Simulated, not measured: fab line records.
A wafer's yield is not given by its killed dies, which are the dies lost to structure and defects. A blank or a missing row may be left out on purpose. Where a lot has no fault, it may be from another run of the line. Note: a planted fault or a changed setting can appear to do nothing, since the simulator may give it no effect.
8D (eight disciplines) problem report, filled in by code | flow n5 finfet | the parts of the form that need people (team, actions taken, sign-off) are left out

1. WHAT WENT WRONG
Wafers with no fault read 3.4 with a standard deviation of 2.9, whereas killed at other at N5_PASSIVATION_PROBE_49 reads a mean of 315.0 on 1 wafer of 1 lot. So: +99 or more standard deviations from the usual mean.
Earliest sighting: wafer L244.3 on prober-01 at day 14 19:01. The record holds 1 wafer of 1 lot with a number at this step. By rule, "out" or "out of limits" means more than 4 standard deviations away from the usual mean. The other wafers with a number count as sound.

2. WHAT IT IS AND WHAT IT IS NOT
question                    | is                                                                                                   | is not
which readings at this step | killed at other, defect limited yield, killed dies, sort_bin_5_function, sort n pass, sort yield pct | killed_at_M0_to_M3, killed_at_M4_up, killed at contacts, killed at front end, killed open, killed short, sort_bin_6_memory, sort_bin_8_speed
which lots                  | L244                                                                                                 | -
which wafers of those lots  | all that have a number                                                                               | -
read on which tools         | prober-01                                                                                            | -
when                        | from day 14 19:01                                                                                    | up to then (0 sound wafers)

3. SUSPECTS, AND WHAT RULES EACH OUT
Counting: a tool at any process step up to the reading remains a suspect when it ran all the lots that are out and ran no sound lot after the first of those.
- pvd sputter-03 at N5_BEOL_M15_SPUTTER_43 (material TaN, target thk 15 nm, time 24.19 s): kept. It ran the lot that is out, L244 (day 14 02:43), and no sound lot after that.
- pecvd-03 at N5_PASSIVATION_PECVD_01 (deposits SiNx from SiH4/NH3/N2, target thk 200 nm, time 43.2 s): kept. It ran the lot that is out, L244 (day 14 11:02), and no sound lot after that.
- rie diel-02 at N5_PASSIVATION_STRIP_48 (strips in O2): kept. It ran the lot that is out, L244 (day 14 16:23), and no sound lot after that.
- prober-01 at N5_PASSIVATION_PROBE_49: kept. It ran the lot that is out, L244 (day 14 19:01), and no sound lot after that. On those wafers its own readings are out: defect limited yield, killed at other, killed dies, sort_bin_5_function, sort n pass, sort yield pct.
Left after counting: pvd sputter-03 at N5_BEOL_M15_SPUTTER_43, pecvd-03 at N5_PASSIVATION_PECVD_01, rie diel-02 at N5_PASSIVATION_STRIP_48, prober-01 at N5_PASSIVATION_PROBE_49.

4. THE CAUSE (what the simulator had put in)
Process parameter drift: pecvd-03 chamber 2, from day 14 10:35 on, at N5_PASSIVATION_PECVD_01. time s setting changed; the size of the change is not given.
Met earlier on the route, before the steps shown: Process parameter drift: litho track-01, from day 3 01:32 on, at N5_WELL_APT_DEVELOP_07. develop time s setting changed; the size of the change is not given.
This tool is one of the 4 suspects left after counting.

5. THE EFFECT CHAIN, in route order
One row per reading whose mean, taken over the struck wafers that have a number, lies over 3 standard deviations from the usual. Only readings for which the record gives a usual standard deviation are gone through. hours: the time from each lot's start at the first step in this table that gives one to its start at this step, as a median over the lots. sigmas: the change in usual standard deviations.
hours | step                    | reading              | usual  | on struck wafers | change | sigmas
0     | N5_PASSIVATION_PROBE_49 | defect limited yield | 91.3 % | 65.8             | -25.5  | -15
0     | N5_PASSIVATION_PROBE_49 | killed at other      | 3.4    | 315.0            | +311.6 | +99 or more
0     | N5_PASSIVATION_PROBE_49 | killed dies          | 103    | 404              | +301   | +15
0     | N5_PASSIVATION_PROBE_49 | sort_bin_5_function  | 5.1 %  | 31.0             | +25.9  | +24
0     | N5_PASSIVATION_PROBE_49 | sort n pass          | 1077   | 776              | -301   | -15
0     | N5_PASSIVATION_PROBE_49 | sort yield pct       | 91.3 % | 65.8             | -25.5  | -15
Here are the process steps it includes:
- N5_PASSIVATION_PROBE_49

6. HOW IT WOULD HAVE BEEN CAUGHT EARLIER
The fault began at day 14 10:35; the first out-of-limits reading in this record came at day 14 19:01, 8 hours later.
Tool readings at N5_PASSIVATION_PECVD_01 with a usual standard deviation given in the record: none out on any struck wafer, hence no alarm at a limit of 4 standard deviations on them.
Each of the lots that are out, 1 in all, had begun N5_PASSIVATION_PECVD_01 on pecvd-03 no later than day 14 19:01. Holding the tool at that point would not have protected any of them.
